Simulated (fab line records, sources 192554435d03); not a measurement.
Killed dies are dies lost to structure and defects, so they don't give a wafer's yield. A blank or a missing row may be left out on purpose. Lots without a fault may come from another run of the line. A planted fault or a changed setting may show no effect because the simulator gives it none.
A struck lot beside a sound one | flow n5_finfet | 16 steps out of a route of 1938
Sound: wafers L169.2, L169.5, L169.6. Struck: wafers L173.3, L173.4, L173.5. The cause comes at the end.
At each step with rows: each side's tool, then ch and its chambers, then its first start. Under that, the readings that differ: sound wafers | struck wafers | difference of the means | sigmas: that difference in standard deviations of wafers without a fault.
alike: readings whose means differ by less than 2 such deviations, and words and numbers that are the same on both sides. not compared: withheld readings, readings that some wafer has no value for, bounds like >300 that may hide the same value, and numbers for which the record gives no deviation and whose values overlap.
The two part at a step that has a row with sigmas, a row that says differs or no value, or rows on one side only. Numbers that don't overlap but have no deviation are shown without sigmas and don't part them. A reading that every wafer of one side lacks parts them only if that side has two wafers or more.

first, 3 steps without rows for these wafers: N5_FIN_CUT_PRECLEAN_36 (cleans in O3/DIW, time 60 s); N5_FIN_CUT_SRD_32 (time 30 s); N5_FIN_CUT_UV_OZONE_34 (time 120 s).
N5_FIN_CUT_INSPECT_17: inspects for defects (brightfield).
  sound on defect_inspect-02, day 3 04:10; struck on defect_inspect-01, day 4 04:19
  alike: raw_defect_count
N5_STI_FIN_REVEAL_ALD_00: deposits SiO2, target thk 1 nm, pulse time 1 s.
  sound on ald_sin-02 ch 0,2,3, day 3 04:23; struck on ald_sin-02 ch 0,1,3, day 4 06:22
  alike: heater_power_w, precursor_pulse_height_rel
N5_STI_FIN_REVEAL_ALD_14: deposits Si3N4, target thk 3 nm.
  sound on ald_sin-02 ch 0,2,3, day 3 04:25; struck on ald_sin-02 ch 0,1,3, day 4 06:25
  alike: heater_power_w
then, 2 steps without rows for these wafers: N5_STI_FIN_REVEAL_FCVD_FILL_01 (material SiO2 flowable, target thk 312 nm, time 512.2 s); N5_STI_FIN_REVEAL_DENSIFY_02 (time 1800 s).
N5_STI_FIN_REVEAL_CMP_04: polishes, stops on Si3N4, t overpolish 4 s, target thk 131.83 nm.
  sound on cmp-02 ch 0,2,3, day 3 09:39; struck on cmp-01 ch 0,1,2, day 4 11:28
  alike: head_pressure_psi, motor_current_A, overpolish_run_s, platen_rpm, time_to_endpoint_s
N5_STI_FIN_REVEAL_THK_MEAS_05:
  sound on film_metro-01, day 3 09:52; struck on film_metro-02, day 4 11:46
  alike: thk_nm
N5_STI_FIN_REVEAL_DENSIFY_30:
  sound on rtp_anneal-01 ch 0, day 3 10:04; struck on rtp_anneal-01 ch 0, day 4 11:51
  alike: lamp_power_pct
  not compared: wafer_temp_C_max
N5_STI_FIN_REVEAL_ETCHBACK_08: etches SiO2 in C4F6/O2, target depth 30.5 nm, time 10.167 s.
  sound on rie_diel-06 ch 1,2,3, day 3 10:14; struck on rie_diel-05 ch 1,3, day 4 12:00
  alike: drypump_motor_current_A, oes_f_703_au, oes_product_au, rf_vpp_V, showerhead_plenum_p_Torr, throttle_valve_pct
  not compared: rf_hours_counter_h
N5_STI_FIN_REVEAL_STRIP_24: strips in N2/H2, time 90 s.
  sound on rie_diel-06 ch 1,2,3, day 3 10:17; struck on rie_diel-05 ch 1,3, day 4 12:02
  no value came back on the struck wafers for any of 7 readings (bias_power_w (W), chamber_pressure_mTorr (mTorr) and others); on the sound wafers bias_power_w (W) reads 3.003 3.013 3.005
  not compared: rf_hours_counter_h
then, 1 step without rows for these wafers: N5_STI_FIN_REVEAL_PRECLEAN_25 (cleans in SPM, time 90 s).
-- the record jumps here: 7 days lie between the struck wafers' starts before and after (it left off in module STI_FIN_REVEAL and takes up again in module BEOL_M4, whose first step shown is number 1111 of the route) --
N5_BEOL_M4_RC_MEAS_101:
  sound on prober-01 ch 0, day 10 03:22; struck on prober-01 ch 0, day 11 06:15
  alike: DIBL_N, DIBL_P, IOFF_N, IOFF_P, ION_N, ION_P, SS_N, SS_P, VT_N, VT_P
-- the record jumps here: 4 days lie between the struck wafers' starts before and after (it left off in module BEOL_M4 and takes up again in module PASSIVATION, whose first step shown is number 1936 of the route) --
N5_PASSIVATION_PROBE_49:
  the record has rows for the struck wafers here (prober-01, day 15 13:27) and none for the sound ones

WHERE THEY PART
First at N5_STI_FIN_REVEAL_STRIP_24; last, within this record, at N5_PASSIVATION_PROBE_49.

WHY: what the simulator had put in
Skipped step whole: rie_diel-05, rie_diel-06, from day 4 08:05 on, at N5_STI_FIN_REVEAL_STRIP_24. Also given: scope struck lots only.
